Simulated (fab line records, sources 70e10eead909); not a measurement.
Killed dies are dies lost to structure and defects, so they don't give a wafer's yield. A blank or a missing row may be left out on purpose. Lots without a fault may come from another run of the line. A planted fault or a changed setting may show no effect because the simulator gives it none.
fab line records | flow nand_harc | part 1 of 2: steps 1 to 26 of 37
record lots=5 wafers=15 last_day=31
route steps=1302 shown P_GATE@125
lots that met no fault: from a run of the same line without faults
start_h: hours from the record's first day to the start of the lot's first wafer shown | wait_h: hours since the lot's step before | " the same as in the row above | L1.1+2: a row that stands for several wafers | - no value, or no start given | * or withheld: withheld | < > ~ a bound
route shown NAME@n: a module of which the file shows steps, and the number in the route of the first | usual: mean/standard deviation of fault-free wafers | same: alike in all rows | chamber/n: place in a boat | sites: the reading at each site | _std_site: their standard deviation | _edge_site: outer sites' mean less inner sites' | radius_mm: how far each site lies from the wafer's centre | mask NAME#n: copy n | behind: the tool/chamber that last shaped the wafer | hold: why the lot was held/for how many hours/how that ended | device: the transistor (n, p or np) that didn't switch | end of line: the same wafers' tests at the end of the route | a step without rows: its recipe alone | killed: dies lost to structure and defects at the first sort, not the wafer's yield | map: a wafer's dies, x killed, . not, _ none there
set.NAME: the setting as run; set.NAME@STEP: as run at that earlier step | model.NAME: the simulator's own value behind a step, which no gauge read
lots at some steps of the route; a table a step, a row a wafer
services: from which hour (start_h, from the record's first day; less than 0 if before it) a tool's chamber was out of use, for how many hours, and why
## steps
# step NHARC_P_GATE_ETCH_14
# recipe target_depth_a=488 chemistry=dHF material=SiO2
# columns lot.wafer tool chamber start_h wait_h
L074.2+3+4 wet_bench-03 3,4,0 83.54 0.1
L080.1+6+2 wet_bench-09 3,4,6 140.74 0.1
L083.1+2+6 wet_bench-03 5,7,0 175.34 0.1
L091.4+6+3 wet_bench-07 2,3,5 251.21 0.1
L092.2+5+4 wet_bench-07 6,7,0 267.39 0.1
# step NHARC_P_GATE_STRIP_15
# recipe time_s=780 temp_c=130 chemistry=SPM
# columns lot.wafer tool chamber start_h wait_h
L074.2+3+4 wet_bench-03 3,4,0 83.58 0.0
L080.1+6+2 wet_bench-09 3,4,6 140.82 0.1
L083.1+2+6 wet_bench-03 5,7,0 175.38 0.0
L091.4+6+3 wet_bench-07 2,3,5 251.25 0.0
L092.2+5+4 wet_bench-07 6,7,0 267.43 0.0
# step NHARC_P_GATE_PRECLEAN_71
# recipe time_s=* temp_c=50 bath_age_min=0 chemistry=SC1
# usual sc1_h2o2_end_mol_l=0.3698/0.00063
# columns lot.wafer tool chamber start_h wait_h sc1_h2o2_end_mol_l
L074.2 wet_bench-03 3 - - 0.3695
L074.3 " 4 " " 0.3703
L074.4 " 0 " " 0.3704
L080.1 wet_bench-09 3 - - 0.3712
L080.6 " 4 " " 0.3713
L080.2 " 6 " " 0.3693
L083.1 wet_bench-03 5 - - 0.3696
L083.2 " 7 " " 0.3689
L083.6 " 0 " " 0.3692
L091.4 wet_bench-07 2 - - 0.3696
L091.6 " 3 " " 0.3704
L091.3 " 5 " " 0.3696
L092.2 wet_bench-07 6 - - 0.3697
L092.5 " 7 " " 0.3693
L092.4 " 0 " " 0.3694
# step NHARC_P_GATE_SRD_72
# columns lot.wafer tool chamber start_h wait_h
L074.2+3+4 wet_bench-03 3,4,0 - -
L080.1+6+2 wet_bench-09 3,4,6 - -
L083.1+2+6 wet_bench-03 5,7,0 - -
L091.4+6+3 wet_bench-07 2,3,5 - -
L092.2+5+4 wet_bench-07 6,7,0 - -
# step NHARC_P_GATE_OXIDE_16
# recipe target_thk_a=30 temp_c=875 ox_time_s=392 material=SiO2
# columns lot.wafer tool chamber start_h wait_h
L074.2+3+4 furnace-07 0 88.63 -
L080.1+2+6 furnace-02 0 144.45 -
L083.1+2+6 furnace-02 0 178.94 -
L091.3+4+6 furnace-03 0 254.66 -
L092.2+4+5 furnace-03 0 270.85 -
# step NHARC_P_GATE_CVD_17
# recipe target_thk_a=1500 temp_c=620 time_s=900 material=poly-Si
# columns lot.wafer tool chamber start_h wait_h
L074.2+3+4 lpcvd_poly-03 0 94.82 2.7
L080.1+2+6 lpcvd_poly-04 0 150.52 2.6
L083.1+2+6 lpcvd_poly-03 0 185.25 2.7
L091.3+4+6 lpcvd_poly-03 0 260.90 2.7
L092.2+4+5 lpcvd_poly-02 0 276.93 2.5
# step NHARC_P_GATE_HM_DEP_102
# recipe target_thk_a=1200 temp_c=400 material=aC
# usual throttle_valve_pct=34.999/0.0098
# columns lot.wafer tool chamber start_h wait_h throttle_valve_pct
L074.2 acl_dep-03 0 99.06 2.0 34.992
L074.3 " 0 " " 35.007
L074.4 " 0 " " 34.990
L080.1 acl_dep-01 0 154.33 1.6 34.993
L080.2 " 0 " " 35.007
L080.6 " 0 " " 35.003
L083.1 acl_dep-03 0 190.42 3.0 34.987
L083.2 " 0 " " 35.009
L083.6 " 0 " " 35.004
L091.3 acl_dep-03 0 263.73 0.6 35.008
L091.4 " 0 " " 34.997
L091.6 " 0 " " 35.001
L092.2 acl_dep-01 0 279.63 0.5 35.012
L092.4 " 0 " " 35.005
L092.5 " 0 " " 35.002
# step NHARC_P_GATE_DEP_103
# recipe target_thk_a=300 target_thk_nm=30 temp_c=400 flow_sccm=200 rf_w=350 material=SiON
# usual heater_power_w=783/120
# columns lot.wafer tool chamber start_h wait_h heater_power_w
L074.2 pecvd-01 0 99.61 0.4 670
L074.3 " 2 " " 816
L074.4 " 1 " " 936
L080.2 pecvd-04 1 155.01 0.5 600
L080.1 " 2 " " 839
L080.6 " 2 " " 860
L083.2 pecvd-04 1 191.11 0.5 645
L083.1 " 2 " " 817
L083.6 " 2 " " 831
L091.3 pecvd-01 1 264.19 0.3 944
L091.6 " 1 " " 949
L091.4 " 2 " " 820
L092.2 pecvd-01 1 280.26 0.5 1028
L092.5 " 0 " " 616
L092.4 " 2 " " 817
# step NHARC_P_GATE_DEHYDRATE_18
# recipe temp_c=150 time_s=120
# columns lot.wafer tool chamber start_h wait_h
L074.2+3+4 litho_track-06 0 99.88 0.2
L080.1+2+6 litho_track-06 0 155.26 0.2
L083.1+2+6 litho_track-01 0 191.36 0.2
L091.3+4+6 litho_track-01 0 264.46 0.2
L092.2+4+5 litho_track-06 0 280.50 0.2
# step NHARC_P_GATE_HMDS_19
# recipe time_s=30
# columns lot.wafer tool chamber start_h wait_h
L074.2+3+4 litho_track-06 0 - -
L080.1+2+6 litho_track-06 0 - -
L083.1+2+6 litho_track-01 0 - -
L091.3+4+6 litho_track-01 0 - -
L092.2+4+5 litho_track-06 0 - -
# step NHARC_P_GATE_COAT_20
# recipe spin_rpm=1500 resist_thk_nm=90
# columns lot.wafer tool chamber start_h wait_h
L074.2+3+4 litho_track-06 0 - -
L080.1+2+6 litho_track-06 0 - -
L083.1+2+6 litho_track-01 0 - -
L091.3+4+6 litho_track-01 0 - -
L092.2+4+5 litho_track-06 0 - -
# step NHARC_P_GATE_SOFTBAKE_21
# recipe temp_c=105 time_s=55
# columns lot.wafer tool chamber start_h wait_h
L074.2+3+4 litho_track-06 0 - -
L080.1+2+6 litho_track-06 0 - -
L083.1+2+6 litho_track-01 0 - -
L091.3+4+6 litho_track-01 0 - -
L092.2+4+5 litho_track-06 0 - -
# step NHARC_P_GATE_EBR_22
# columns lot.wafer tool chamber start_h wait_h
L074.2+3+4 litho_track-06 0 - -
L080.1+2+6 litho_track-06 0 - -
L083.1+2+6 litho_track-01 0 - -
L091.3+4+6 litho_track-01 0 - -
L092.2+4+5 litho_track-06 0 - -
# step NHARC_P_GATE_EXPOSE_23
# recipe na=1.35 target_cd_nm=120 dose_mj=93.91 mask_id=P_GATE
# columns lot.wafer tool chamber start_h wait_h mask
L074.2+3+4 arfi_scanner-02 0 100.04 - P_GATE#0
L080.1+2+6 arfi_scanner-02 0 155.52 - P_GATE#0
L083.1+2+6 arfi_scanner-01 0 191.62 - P_GATE#0
L091.3+4+6 arfi_scanner-03 0 264.61 - P_GATE#0
L092.2+4+5 arfi_scanner-02 0 280.78 - P_GATE#0
# step NHARC_P_GATE_PEB_24
# recipe peb_temp_c=100 peb_time_s=65
# columns lot.wafer tool chamber start_h wait_h
L074.2+3+4 litho_track-04 0 100.10 0.1
L080.1+2+6 litho_track-04 0 155.59 0.1
L083.1+2+6 litho_track-04 0 191.68 0.1
L091.3+4+6 litho_track-06 0 264.66 0.0
L092.2+4+5 litho_track-01 0 280.83 0.1
# step NHARC_P_GATE_DEVELOP_25
# recipe develop_time_s=35 dev_temp_c=23
# columns lot.wafer tool chamber start_h wait_h
L074.2+3+4 litho_track-04 0 - -
L080.1+2+6 litho_track-04 0 - -
L083.1+2+6 litho_track-04 0 - -
L091.3+4+6 litho_track-06 0 - -
L092.2+4+5 litho_track-01 0 - -
# step NHARC_P_GATE_CD_MEAS_26
# recipe target_cd_nm=120 landing_energy_ev=500
# usual cd_nm=119.9/0.68
# columns lot.wafer tool chamber start_h wait_h cd_nm
L074.2 cd_sem-03 0 100.18 - 121.4
L074.3 " 0 " " 120.2
L074.4 " 0 " " 120.1
L080.1 cd_sem-03 0 155.67 - 120.4
L080.2 " 0 " " 121.1
L080.6 " 0 " " 119.8
L083.1 cd_sem-03 0 191.76 - 119.4
L083.2 " 0 " " 120.7
L083.6 " 0 " " 119.0
L091.3 cd_sem-02 0 264.75 - 119.9
L091.4 " 0 " " 119.9
L091.6 " 0 " " 120.6
L092.2 cd_sem-01 0 280.91 - 119.5
L092.4 " 0 " " 119.7
L092.5 " 0 " " 119.8
# step NHARC_P_GATE_OVL_MEAS_27
# usual overlay_x_nm=-0.2/0.8 overlay_y_nm=-0.2/0.76
# columns lot.wafer tool chamber start_h wait_h overlay_x_nm overlay_y_nm
L074.2 overlay-02 - 100.26 - -0.3 1.0
L074.3 " - " " -0.2 1.2
L074.4 " - " " -0.1 0.9
L080.1 overlay-02 - 155.75 - -1.5 -0.6
L080.2 " - " " -1.1 -0.8
L080.6 " - " " -1.5 -1.3
L083.1 overlay-01 - 191.85 - -0.2 0.8
L083.2 " - " " -0.4 0.5
L083.6 " - " " 0.2 0.2
L091.3 overlay-01 - 264.83 - 0.0 0.2
L091.4 " - " " -0.4 -0.9
L091.6 " - " " -0.7 -1.3
L092.2 overlay-02 - 281.00 - -0.8 -0.6
L092.4 " - " " -1.2 -0.3
L092.5 " - " " -0.8 -0.7
# step NHARC_P_GATE_INSPECT_28
# usual raw_defect_count=6.2/3
# columns lot.wafer tool chamber start_h wait_h raw_defect_count
L074.2 defect_inspect-02 - 100.30 0.0 3
L074.3 " - " " 15
L074.4 " - " " 11
L080.1 defect_inspect-02 - 155.79 0.0 6
L080.2 " - " " 5
L080.6 " - " " 9
L083.1 defect_inspect-02 - 191.89 0.0 8
L083.2 " - " " 7
L083.6 " - " " 3
L091.3 defect_inspect-02 - 264.87 0.0 5
L091.4 " - " " 12
L091.6 " - " " 2
L092.2 defect_inspect-01 - 281.04 0.0 6
L092.4 " - " " 10
L092.5 " - " " 6
# step NHARC_P_GATE_DESCUM_31
# recipe time_s=3 o2_flow_sccm=200 ar_flow_sccm=0 bias_power_w=0 chemistry=O2
# usual drypump_motor_current_A=5.9/0.57 mfc_ar_sccm=0.004/0.0057 oes_product_au=0.996/0.016 rf_vpp_V=57.8/0.86 showerhead_plenum_p_Torr=1.91/0.078 throttle_valve_pct=11.311/0.0086
# columns lot.wafer tool chamber start_h wait_h drypump_motor_current_A mfc_ar_sccm oes_product_au rf_hours_counter_h rf_vpp_V showerhead_plenum_p_Torr throttle_valve_pct
L074.3 rie_diel-02 1 100.37 0.1 6.7 0 1.019 1.6 57.0 1.78 11.305
L074.2 " 2 " " 6.6 0.012 0.963 1.9 58.8 1.90 11.311
L074.4 " 3 " " 5.9 0 0.990 2.2 58.2 2.01 11.320
L080.1 rie_diel-02 3 155.85 0.1 5.9 0 1.008 5.1 56.8 2.01 11.316
L080.2 " 1 " " 6.7 0 1.030 4.8 57.9 1.78 11.302
L080.6 " 3 " " 5.9 0 1.004 - 58.5 2.01 11.322
L083.1 rie_diel-02 2 191.97 0.1 6.6 0.012 0.988 6.9 57.6 1.90 11.320
L083.2 " 3 " " 5.9 0 1.011 6.6 58.6 2.01 11.312
L083.6 " 0 " " 5.3 0.008 0.999 - 57.8 2.01 11.331
L091.3 rie_diel-09 1 264.95 0.1 5.8 0.017 0.992 6.7 56.8 1.78 11.313
L091.4 " 3 " " 6.8 0.013 1.000 - 59.0 1.95 11.303
L091.6 " 1 " " 5.8 0.017 0.989 - 57.2 1.78 11.300
L092.2 rie_diel-04 0 281.10 0.1 6.2 0 0.988 5.3 59.4 1.96 11.307
L092.4 " 1 " " 5.7 0 1.016 8.0 57.3 1.87 11.308
L092.5 " 1 " " 5.7 0 1.013 - 58.4 1.87 11.305
# step NHARC_P_GATE_ETCH_104
# recipe target_depth_a=600 time_s=withheld cf4_flow_sccm=100 chf3_flow_sccm=30 ar_flow_sccm=0 rf_w=500 bias_w=200 chemistry=CF4/CHF3
# usual drypump_motor_current_A=5.9/0.55 mfc_ar_sccm=0.004/0.0058 oes_product_au=0.953/0.023 rf_vpp_V=370.7/2.3 showerhead_plenum_p_Torr=1.57/0.061 throttle_valve_pct=16.802/0.0088
# columns lot.wafer tool chamber start_h wait_h drypump_motor_current_A mfc_ar_sccm oes_product_au rf_vpp_V showerhead_plenum_p_Torr throttle_valve_pct
L074.3 rie_diel-02 2 100.45 0.1 6.6 0.012 0.922 370.2 1.56 16.796
L074.4 " 3 " " 5.9 0 0.966 372.3 1.65 16.816
L074.2 " 1 " " 6.7 0 0.954 366.9 1.47 16.812
L080.1 rie_diel-02 2 155.94 0.1 6.5 0.012 0.906 370.5 1.56 16.807
L080.2 " 3 " " 5.9 0 0.929 372.6 1.65 16.799
L080.6 " 2 " " 6.6 0.012 0.908 369.8 1.56 16.799
L083.2 rie_diel-02 2 192.04 0.1 6.6 0.012 0.963 370.6 1.56 16.804
L083.1 " 3 " " 5.9 0 0.993 373.9 1.65 16.806
L083.6 " 0 " " 5.3 0.008 0.954 373.0 1.65 16.809
L091.3 rie_diel-09 2 265.04 0.1 5.0 0 0.923 369.9 1.53 16.802
L091.4 " 3 " " 6.8 0.013 0.933 374.2 1.60 16.819
L091.6 " 2 " " 5.0 0 0.931 369.2 1.53 16.812
L092.4 rie_diel-04 1 281.18 0.1 5.7 0 0.972 367.8 1.54 16.813
L092.2 " 2 " " 5.8 0 0.958 373.3 1.63 16.803
L092.5 " 1 " " 5.7 0 0.965 368.7 1.54 16.791
# step NHARC_P_GATE_HM_OPEN_105
# recipe target_depth_a=3600 o2_flow_sccm=400 cos_flow_sccm=20 ar_flow_sccm=0 rf_w=500 bias_w=300 chemistry=O2/COS
# usual drypump_motor_current_A=5.9/0.56 mfc_ar_sccm=0.004/0.0058 oes_product_au=0.998/0.017 rf_vpp_V=467.1/2.6 showerhead_plenum_p_Torr=3.12/0.12 throttle_valve_pct=28.331/0.0088
# columns lot.wafer tool chamber start_h wait_h drypump_motor_current_A mfc_ar_sccm oes_product_au rf_hours_counter_h rf_vpp_V showerhead_plenum_p_Torr throttle_valve_pct
L074.4 rie_diel-02 2 - - 6.6 0.012 0.962 2.0 467.4 3.10 28.327
L074.2 " 3 " " 5.9 0 0.992 2.3 468.5 3.28 28.332
L074.3 " 1 " " 6.6 0 1.019 1.6 461.6 2.92 28.329
L080.2 rie_diel-02 2 - - 6.6 0.012 0.990 5.3 466.3 3.10 28.329
L080.1 " 3 " " 6.0 0 0.999 5.2 470.5 3.27 28.333
L080.6 " 0 " " 5.3 0.008 0.985 - 468.7 3.27 28.325
L083.2 rie_diel-02 3 - - 5.9 0 1.003 6.6 469.4 3.27 28.338
L083.1 " 1 " " 6.6 0 1.019 6.9 463.4 2.92 28.336
L083.6 " 0 " " 5.3 0.008 1.008 - 469.7 3.27 28.337
L091.3 rie_diel-09 1 - - 5.8 0.017 1.007 6.7 462.0 2.91 28.337
L091.4 " 2 " " 5.0 0 1.011 - 464.1 3.04 28.333
L091.6 " 1 " " 5.8 0.017 0.995 - 462.5 2.91 28.332
L092.4 rie_diel-04 0 - - 6.2 0 0.999 5.3 468.6 3.20 28.319
L092.2 " 3 " " 5.1 0 0.972 7.6 465.3 3.09 28.341
L092.5 " 0 " " 6.2 0 0.980 - 470.3 3.20 28.334
# step NHARC_P_GATE_STRIP_106
# recipe o2_flow_sccm=400 cos_flow_sccm=20 ar_flow_sccm=0 bias_w=0 chemistry=O2/COS
# columns lot.wafer tool chamber start_h wait_h
L074.2+4+3 rie_diel-02 1,2,3 - -
L080.1+2+6 rie_diel-02 0,2,1 - -
L083.1+2+6 rie_diel-02 2,3,2 - -
L091.3+4+6 rie_diel-09 3,3,2 - -
L092.4+2+5 rie_diel-04 1,2,0 - -
# step NHARC_P_GATE_ETCH_114
# recipe target_depth_a=300 overetch_a=30 time_s=16.5 ion_energy_ev=100 cf4_flow_sccm=80 o2_flow_sccm=20 ar_flow_sccm=0 rf_w=300 bias_w=100 chemistry=CF4/O2
# usual drypump_motor_current_A=5.8/0.58 mfc_ar_sccm=0.004/0.0057 oes_f_703_au=1.001/0.0045 oes_product_au=0.998/0.016 rf_vpp_V=197.8/1.4 showerhead_plenum_p_Torr=1.33/0.054 throttle_valve_pct=13.398/0.0088
# columns lot.wafer tool chamber start_h wait_h drypump_motor_current_A mfc_ar_sccm oes_f_703_au oes_product_au rf_hours_counter_h rf_vpp_V showerhead_plenum_p_Torr throttle_valve_pct
L074.4 rie_diel-02 1 - - 6.7 0 0.995 1.017 1.6 196.5 1.25 13.408
L074.3 " 2 " " 6.5 0.012 1.006 0.981 2.0 196.5 1.32 13.401
L074.2 " 0 " " 5.3 0.008 0.999 0.996 1.8 200.3 1.40 13.404
L080.1 rie_diel-02 1 - - 6.7 0 1.005 1.021 4.9 196.9 1.24 13.394
L080.2 " 2 " " 6.6 0.012 1.001 0.977 5.3 197.2 1.32 13.393
L080.6 " 3 " " 5.9 0 1.005 1.000 - 199.0 1.40 13.400
L083.2 rie_diel-02 0 - - 5.3 0.008 0.993 1.007 6.5 199.5 1.40 13.394
L083.1 " 1 " " 6.6 0 0.998 1.016 6.9 195.7 1.24 13.397
L083.6 " 3 " " 5.9 0 0.998 1.016 - 199.6 1.40 13.394
L091.3 rie_diel-09 1 - - 5.8 0.017 0.996 1.002 6.8 195.9 1.24 13.391
L091.6 " 1 " " 5.8 0.017 1.008 0.998 - 195.2 1.24 13.390
L091.4 " 3 " " 6.8 0.013 1.000 1.014 - 198.7 1.36 13.395
L092.2 rie_diel-04 1 - - 5.7 0 0.994 1.021 8.0 198.4 1.30 13.392
L092.4 " 2 " " 5.8 0 0.997 0.985 8.5 198.4 1.38 13.399
L092.5 " 3 " " 5.1 0 1.006 0.978 - 199.0 1.32 13.406
# step NHARC_P_GATE_ETCH_32
# recipe target_depth_a=1500 over_etch_frac=1 over_etch_ion_energy_ev=40 time_s=100.1 hbr_flow_sccm=150 cl2_flow_sccm=50 rf_w=400 icp_w=400 bias_w=100 chemistry=HBr/Cl2
# usual drypump_motor_current_A=5.7/0.46 oes_product_au=1.002/0.011 throttle_valve_pct=26.406/0.0098
# columns lot.wafer tool chamber start_h wait_h drypump_motor_current_A oes_product_au rf_hours_counter_h throttle_valve_pct
L074.4 rie_si-04 1 100.88 - 5.6 0.977 0.68 26.409
L074.3 " 2 " " 5.3 0.984 0.68 26.404
L074.2 " 3 " " 5.3 0.996 0.64 26.425
L080.2 rie_si-02 2 156.31 - 5.4 0.998 0.24 26.410
L080.1 " 1 " " 6.1 1.009 0.34 26.408
L080.6 " 1 " " 6.1 1.006 - 26.411
L083.1 rie_si-02 1 192.44 - 6.1 1.003 0.62 26.397
L083.2 " 3 " " 6.2 1.004 0.36 26.415
L083.6 " 1 " " 6.2 1.000 - 26.414
L091.3 rie_si-01 3 265.45 - 5.0 1.014 0.40 26.407
L091.4 " 1 " " 5.9 0.997 0.44 26.400
L091.6 " 0 " " 6.3 1.004 - 26.413
L092.4 rie_si-04 3 281.56 - 5.3 1.009 0.64 26.398
L092.2 " 2 " " 5.3 0.985 0.71 26.405
L092.5 " 3 " " 5.3 1.014 - 26.407
# step NHARC_P_GATE_STRIP_108
# recipe o2_flow_sccm=500 ar_flow_sccm=0 bias_w=0 chemistry=O2
# usual drypump_motor_current_A=5.9/0.58 mfc_ar_sccm=0.005/0.0063 oes_product_au=0.996/0.015 rf_vpp_V=57.7/0.83 showerhead_plenum_p_Torr=3.50/0.14 throttle_valve_pct=17.038/0.009
# columns lot.wafer tool chamber start_h wait_h drypump_motor_current_A mfc_ar_sccm oes_product_au rf_hours_counter_h rf_vpp_V showerhead_plenum_p_Torr throttle_valve_pct
L074.3 rie_diel-02 2 101.02 - 6.6 0.012 0.968 2.0 58.0 3.50 17.037
L074.4 " 3 " " 5.9 0 1.002 2.3 58.3 3.70 17.026
L074.2 " 1 " " 6.6 0 1.016 1.6 57.2 3.30 17.052
L080.2 rie_diel-02 1 156.50 - 6.7 0 1.009 4.9 57.2 3.30 17.036
L080.1 " 3 " " 5.9 0 0.986 5.2 58.1 3.70 17.038
L080.6 " 2 " " 6.6 0.012 0.976 - 57.1 3.50 17.034
L083.2 rie_diel-09 3 192.61 - 6.8 0.013 1.003 1.5 57.9 3.59 17.042
L083.1 " 0 " " 5.7 0 0.999 1.6 58.4 3.41 17.040
L083.6 " 2 " " 5.0 0 0.984 - 56.9 3.44 17.033
L091.3 rie_diel-02 2 265.65 - 6.6 0.012 0.978 1.3 57.7 3.50 17.049
L091.4 " 3 " " 5.9 0 0.986 1.4 58.4 3.70 17.039
L091.6 " 1 " " 6.7 0 1.012 - 56.9 3.30 17.039
L092.4 rie_diel-04 0 281.72 - 6.2 0 0.989 5.4 57.7 3.61 17.036
L092.2 " 3 " " 5.0 0 0.979 7.6 57.6 3.49 17.054
L092.5 " 0 " " 6.2 0 0.988 - 59.4 3.61 17.033
